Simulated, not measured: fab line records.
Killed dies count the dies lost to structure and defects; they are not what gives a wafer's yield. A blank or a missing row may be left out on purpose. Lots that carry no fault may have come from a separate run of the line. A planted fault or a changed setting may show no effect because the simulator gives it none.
Matching of chambers :: flow n5_finfet :: 3 sister chambers for N5_BEOL_M11_DEP_56 on pecvd-01
The step deposits SiCN from 3MS/NH3, target thk 30 nm, time 10.5 s. 6 wafers are shown with their chamber, then 9 later ones without.

== WAFERS PAIRED WITH THEIR CHAMBERS ==
wafer: L084.4
chamber: 1
showerhead_plenum_p_Torr (Torr): 4.132
throttle_valve_pct (%): 18.1

wafer: L089.1
chamber: 0
showerhead_plenum_p_Torr (Torr): 4.119
throttle_valve_pct (%): 18.1

wafer: L089.4
chamber: 2
showerhead_plenum_p_Torr (Torr): 4.147
throttle_valve_pct (%): 17.5

wafer: L094.1
chamber: 1
showerhead_plenum_p_Torr (Torr): 4.137
throttle_valve_pct (%): 18.1

wafer: L094.2
chamber: 0
showerhead_plenum_p_Torr (Torr): 4.100
throttle_valve_pct (%): 18.3

wafer: L094.3
chamber: 2
showerhead_plenum_p_Torr (Torr): 4.153
throttle_valve_pct (%): 17.4

== WAFERS MISSING THEIR CHAMBER ==
wafer: L094.4
showerhead_plenum_p_Torr (Torr): 4.131
throttle_valve_pct (%): 18.0

wafer: L094.5
showerhead_plenum_p_Torr (Torr): 4.153
throttle_valve_pct (%): 17.5

wafer: L094.6
showerhead_plenum_p_Torr (Torr): 4.106
throttle_valve_pct (%): 18.3

wafer: L095.3
showerhead_plenum_p_Torr (Torr): 4.123
throttle_valve_pct (%): 18.3

wafer: L095.4
showerhead_plenum_p_Torr (Torr): 4.108
throttle_valve_pct (%): 18.2

wafer: L095.5
showerhead_plenum_p_Torr (Torr): 4.139
throttle_valve_pct (%): 17.8

wafer: L096.3
showerhead_plenum_p_Torr (Torr): 4.140
throttle_valve_pct (%): 18.2

wafer: L096.5
showerhead_plenum_p_Torr (Torr): 4.152
throttle_valve_pct (%): 17.6

wafer: L096.6
showerhead_plenum_p_Torr (Torr): 4.109
throttle_valve_pct (%): 18.1

== THE CHAMBER EACH PASSED THROUGH ==
wafer: L094.4
from the rows above: 1
in truth: 1

wafer: L094.5
from the rows above: 2
in truth: 2

wafer: L094.6
from the rows above: 0
in truth: 0

wafer: L095.3
from the rows above: can't be placed: 0 or 1
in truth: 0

wafer: L095.4
from the rows above: 0
in truth: 0

wafer: L095.5
from the rows above: can't be placed: 1 or 2
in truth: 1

wafer: L096.3
from the rows above: 1
in truth: 1

wafer: L096.5
from the rows above: 2
in truth: 2

wafer: L096.6
from the rows above: can't be placed: 0 or 1
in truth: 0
6 of 9 placed correctly. Cannot be placed on the basis of these rows: 3; the candidates contain the true chamber in 3. 0 placed wrongly.
How it was worked out, from the rows above alone: a wafer's distance from a chamber is the root of the sum, over the readings, of the square of ((its reading less the chamber's mean) divided by the reading's scatter). The wafer belongs to the nearest chamber; if the next one is less than 2 further off, it can't be placed. The mean given for a chamber averages the wafers shown for that chamber. The scatter: take each reading less its chamber's mean, square it, sum over the shown wafers, divide by the number of wafers less the number of chambers, and take the root.
